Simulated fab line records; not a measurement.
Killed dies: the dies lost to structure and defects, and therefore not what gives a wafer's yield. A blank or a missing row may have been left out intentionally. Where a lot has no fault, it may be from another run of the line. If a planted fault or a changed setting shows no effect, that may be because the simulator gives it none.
Which tool was responsible? -- flow n5-finfet -- Sampling: 24 lots, 72 wafers, 5 of 1938 route steps

## WHAT THE GAUGES READ, wafer by wafer
N5_BEOL_M8_THK_MEAS_53: measures by xrf.
lot,measured,on,M8_THK (nm)
L075,day 8 23:45,film-metro-01,84.6 80.0 83.4
L074,day 9 15:39,film-metro-01,78.9 79.3 78.9
L076,day 9 21:15,film-metro-01,82.3 81.4 81.4
L078,day 10 12:23,film-metro-02,80.1 83.0 81.3
L077,day 10 12:49,film-metro-02,77.0 81.8 79.9
L079,day 11 02:58,film-metro-01,82.4 79.9 78.9
L080,day 11 03:19,film-metro-01,81.5 81.2 82.3
L081,day 11 06:50,film-metro-02,82.1 81.3 81.7
L083,day 11 10:13,film-metro-02,79.6 80.1 80.2
L082,day 11 12:04,film-metro-01,81.5 83.7 83.2
L084,day 11 12:50,film-metro-01,80.3 79.8 79.9
L086,day 12 15:46,film-metro-02,81.6 79.8 79.7
L085,day 12 16:02,film-metro-01,82.5 80.7 82.1
L087,day 12 19:50,film-metro-02,82.0 80.6 80.5
L088,day 12 23:46,film-metro-02,80.0 78.9 79.2
L090,day 13 02:51,film-metro-01,79.5 80.6 81.4
L089,day 13 13:16,film-metro-01,79.8 81.9 83.1
L091,day 13 18:56,film-metro-01,80.5 81.4 77.8
L092,day 14 05:46,film-metro-01,76.3 77.8 79.5
L094,day 14 09:25,film-metro-01,74.9 78.2 80.8
L093,day 14 09:33,film-metro-02,80.8 81.1 77.6
L095,day 14 16:49,film-metro-02,79.3 75.8 75.2
L096,day 14 19:22,film-metro-02,79.7 80.0 79.3
L097,day 14 20:13,film-metro-01,76.1 78.8 80.5

N5_BEOL_M9_THK_MEAS_01.
lot,measured,on,M9_ILD_THK (nm)
L075,day 9 00:32,film-metro-01,263 267 269
L074,day 9 16:26,film-metro-02,268 266 268
L076,day 9 22:02,film-metro-01,261 265 262
L078,day 10 13:12,film-metro-02,265 271 272
L077,day 10 13:41,film-metro-02,266 264 270
L079,day 11 04:28,film-metro-02,269 275 272
L080,day 11 04:25,film-metro-01,264 270 272
L081,day 11 07:38,film-metro-02,266 269 270
L083,day 11 10:59,film-metro-01,263 271 267
L082,day 11 12:52,film-metro-02,264 266 272
L084,day 11 13:37,film-metro-01,265 262 268
L086,day 12 16:33,film-metro-02,265 271 272
L085,day 12 16:49,film-metro-02,265 266 268
L087,day 12 20:39,film-metro-02,269 274 273
L088,day 13 00:39,film-metro-01,264 265 272
L090,day 13 03:38,film-metro-01,266 271 268
L089,day 13 14:03,film-metro-02,267 265 272
L091,day 13 19:43,film-metro-02,269 272 275
L092,day 14 06:33,film-metro-01,271 264 271
L094,day 14 10:28,film-metro-02,276 273 276
L093,day 14 10:41,film-metro-01,262 268 267
L095,day 14 17:36,film-metro-01,266 266 267
L096,day 14 20:10,film-metro-02,269 273 271
L097,day 14 21:00,film-metro-01,267 266 272

N5_BEOL_M9_OCD_MEAS_38.
lot,measured,on,trench-depth-nm (nm)
L075,day 9 05:07,ocd-01,149.4 148.8 151.7
L074,day 9 21:05,ocd-02,152.9 148.9 151.3
L076,day 10 05:29,ocd-01,152.9 150.6 151.3
L078,day 10 16:35,ocd-02,151.0 150.1 151.2
L077,day 10 16:54,ocd-02,154.4 147.2 146.4
L079,day 11 08:14,ocd-02,151.6 148.5 150.6
L080,day 11 08:35,ocd-02,157.4 147.0 150.1
L081,day 11 10:37,ocd-02,155.2 148.4 146.9
L083,day 11 13:47,ocd-02,157.2 155.4 147.7
L082,day 11 19:14,ocd-02,154.5 156.1 157.1
L084,day 11 19:24,ocd-02,158.7 156.6 150.5
L086,day 12 19:49,ocd-02,152.7 153.4 152.9
L085,day 12 21:48,ocd-02,154.5 148.9 154.5
L087,day 13 00:07,ocd-02,147.0 150.5 148.9
L088,day 13 04:31,ocd-02,157.5 154.7 157.3
L090,day 13 10:30,ocd-02,152.0 157.3 152.6
L089,day 13 19:44,ocd-02,154.5 153.9 153.3
L091,day 13 23:30,ocd-02,157.1 154.7 157.6
L092,day 14 09:29,ocd-02,149.4 148.8 156.5
L094,day 14 14:22,ocd-02,153.8 153.8 156.2
L093,day 14 14:47,ocd-02,158.1 154.8 157.5
L095,day 14 22:46,ocd-02,154.9 154.3 153.8
L096,day 15 00:29,ocd-02,153.2 156.5 153.9
L097,day 15 01:37,ocd-02,155.3 151.9 157.0

## EACH LOT AND THE TOOL THAT RAN IT (in order: tool; ch and the chambers of the sampled wafers; start)
lot,N5_BEOL_M8_CMP_52,N5_BEOL_M9_ETCH_65
L075,"cmp-01 ch 0,1,2, day 8 23:29","rie-diel-06 ch 0,1,3, day 9 04:42"
L074,"cmp-02 ch 0,2, day 9 15:23","rie-diel-06 ch 1,2,3, day 9 20:41"
L076,"cmp-03 ch 1,2,3, day 9 20:57","rie-diel-06 ch 1,2,3, day 10 05:05"
L078,"cmp-03 ch 0,1,2, day 10 12:13","rie-diel-06 ch 0,3, day 10 16:10"
L077,"cmp-01 ch 1,2,3, day 10 12:32","rie-diel-01 ch 0,2, day 10 16:30"
L079,"cmp-01 ch 1,2,3, day 11 02:44","rie-diel-06 ch 1,3, day 11 07:49"
L080,"cmp-02 ch 0,1,3, day 11 03:05","rie-diel-01 ch 0,2,3, day 11 08:11"
L081,"cmp-02 ch 1,3, day 11 06:32","rie-diel-02 ch 0,3, day 11 10:12"
L083,"cmp-03 ch 0,1,3, day 11 09:59","rie-diel-02 ch 0,1,2, day 11 13:22"
L082,"cmp-02 ch 0,1,2, day 11 11:51","rie-diel-01 ch 0,1, day 11 18:49"
L084,"cmp-03 ch 0,2,3, day 11 12:39","rie-diel-02 ch 0,1,2, day 11 18:59"
L086,"cmp-01 ch 0,1,2, day 12 15:28","rie-diel-02 ch 2,3, day 12 19:13"
L085,"cmp-02 ch 0,1,2, day 12 15:49","rie-diel-02 ch 0,2, day 12 21:24"
L087,"cmp-03 ch 0,1,3, day 12 19:33","rie-diel-01 ch 2,3, day 12 23:43"
L088,"cmp-03 ch 0,1,3, day 12 23:29","rie-diel-02 ch 0,1,2, day 13 04:06"
L090,"cmp-01 ch 1,2,3, day 13 02:38","rie-diel-02 ch 0,1,3, day 13 10:06"
L089,"cmp-02 ch 1,2,3, day 13 13:03","rie-diel-02 ch 0,3, day 13 19:19"
L091,"cmp-02 ch 1,2, day 13 18:40","rie-diel-02 ch 1,2, day 13 23:05"
L092,"cmp-01 ch 0,1,3, day 14 05:28","rie-diel-01 ch 0,2,3, day 14 09:05"
L094,"cmp-02 ch 0,3, day 14 09:07","rie-diel-02 ch 0,2,3, day 14 13:58"
L093,"cmp-03 ch 1,2, day 14 09:15","rie-diel-02 ch 1,2, day 14 14:23"
L095,"cmp-03 ch 1,2,3, day 14 16:36","rie-diel-02 ch 0,2,3, day 14 22:21"
L096,"cmp-03 ch 0,1,2, day 14 19:11","rie-diel-02 ch 0,1,2, day 15 00:05"
L097,"cmp-02 ch 2,3, day 14 19:55","rie-diel-01 ch 0,1,3, day 15 01:12"
- N5_BEOL_M8_CMP_52: polishes, stops on SiCOH lowk, t overpolish 6.9 s, target thk 80 nm.
- N5_BEOL_M9_ETCH_65: etches SiARC in CF4, target depth 15.6 nm, time 26 s.

## WHAT THE TOOLS THEMSELVES READ (means of the sampled wafers that have a number; where no wafer has one, the mark that the record gives instead)
N5_BEOL_M8_CMP_52.
lot,tool,barrier-field-endpoint-s (s),motor-current-A (A),overpolish-run-s (s),time-to-endpoint-s (s)
L075,cmp-01,29.5,6.2,6.902,64.5
L074,cmp-02,28.5,5.8,6.900,62.7
L076,cmp-03,29.3,6.1,6.903,65.2
L078,cmp-03,29.6,5.9,6.905,62.3
L077,cmp-01,28.3,6.1,6.895,61.9
L079,cmp-01,29.4,6.3,6.903,63.2
L080,cmp-02,29.1,5.6,6.897,64.3
L081,cmp-02,29.3,6.0,6.906,61.5
L083,cmp-03,29.1,6.4,6.903,61.1
L082,cmp-02,29.1,5.2,6.899,64.1
L084,cmp-03,28.2,6.1,6.891,60.2
L086,cmp-01,28.9,6.2,6.902,62.8
L085,cmp-02,29.8,5.3,6.893,63.7
L087,cmp-03,28.0,6.2,6.913,60.6
L088,cmp-03,28.2,6.5,6.900,61.8
L090,cmp-01,28.9,6.2,6.903,62.3
L089,cmp-02,28.8,5.3,6.893,62.2
L091,cmp-02,30.0,5.1,6.894,65.7
L092,cmp-01,28.5,6.3,6.906,61.1
L094,cmp-02,28.8,6.2,6.896,61.8
L093,cmp-03,29.4,6.2,6.910,62.0
L095,cmp-03,29.2,6.0,6.895,60.6
L096,cmp-03,29.2,6.2,6.898,60.2
L097,cmp-02,29.3,5.7,6.893,65.8

N5_BEOL_M9_ETCH_65.
lot,tool,drypump-motor-current-A (A),etch-rf-on-time-s (s),oes-product-au (a.u.),rf-vpp-V (V),showerhead-plenum-p-Torr (Torr),throttle-valve-pct (%)
L075,rie-diel-06,6.0,25.9,0.62,184.8,2.19,15.72
L074,rie-diel-06,6.1,25.9,0.63,185.0,2.23,15.68
L076,rie-diel-06,6.1,25.8,0.63,185.0,2.23,15.69
L078,rie-diel-06,5.9,25.9,0.61,184.3,2.16,15.77
L077,rie-diel-01,5.4,26.2,0.66,184.8,2.18,15.66
L079,rie-diel-06,6.3,26.1,0.60,184.6,2.20,15.72
L080,rie-diel-01,5.6,26.1,0.69,185.2,2.18,15.60
L081,rie-diel-02,5.6,26.0,0.66,182.1,2.08,15.53
L083,rie-diel-02,6.0,25.5,0.68,182.8,2.07,15.49
L082,rie-diel-01,5.4,25.2,0.78,183.4,2.09,15.63
L084,rie-diel-02,6.0,25.4,0.68,184.3,2.07,15.50
L086,rie-diel-02,5.8,24.9,0.72,183.0,2.10,15.43
L085,rie-diel-02,5.8,25.1,0.75,184.2,2.14,15.35
L087,rie-diel-01,6.0,26.5,0.65,185.3,2.24,15.60
L088,rie-diel-02,6.0,24.8,0.77,183.5,2.15,15.35
L090,rie-diel-02,5.8,25.2,0.79,184.6,2.18,15.33
L089,rie-diel-02,5.6,25.3,0.81,185.7,2.25,15.24
L091,rie-diel-02,6.2,24.8,0.73,182.5,2.09,15.46
L092,rie-diel-01,5.6,26.2,0.66,184.0,2.18,15.65
L094,rie-diel-02,5.7,25.3,0.75,183.3,2.17,15.36
L093,rie-diel-02,6.2,24.6,0.73,184.0,2.09,15.46
L095,rie-diel-02,5.7,25.3,0.74,184.2,2.17,15.37
L096,rie-diel-02,6.0,25.3,0.74,184.2,2.15,15.37
L097,rie-diel-01,5.7,25.8,0.72,184.3,2.14,15.66

## THE ANSWER, worked out from the rows above alone
Rule: the lots themselves supply what counts as usual. Put in order of their means at a reading, lots are off if they are a third of the lots or fewer, leave a main group of 4 or more, and stand apart from it by a gap of 3 or more times the standard deviation of the main group's means; of several such gaps the widest counts. A main group whose means are all the same, to the digits that the tables above print for the reading, isn't used. A lot without any number at a reading at which 4 lots or more have one is off too. All remaining lots with rows at the step are treated as sound. Order of review: gauges by route order, followed by the tools' own readings, for which a lot's mean as printed above is used. The first step at which some lot is off is used, and at that step the reading that is off furthest; a lot without a number counts as furthest.
No lot is off at any reading shown: from this, nothing can be told.

## WHAT THE SIMULATOR HAD INSERTED
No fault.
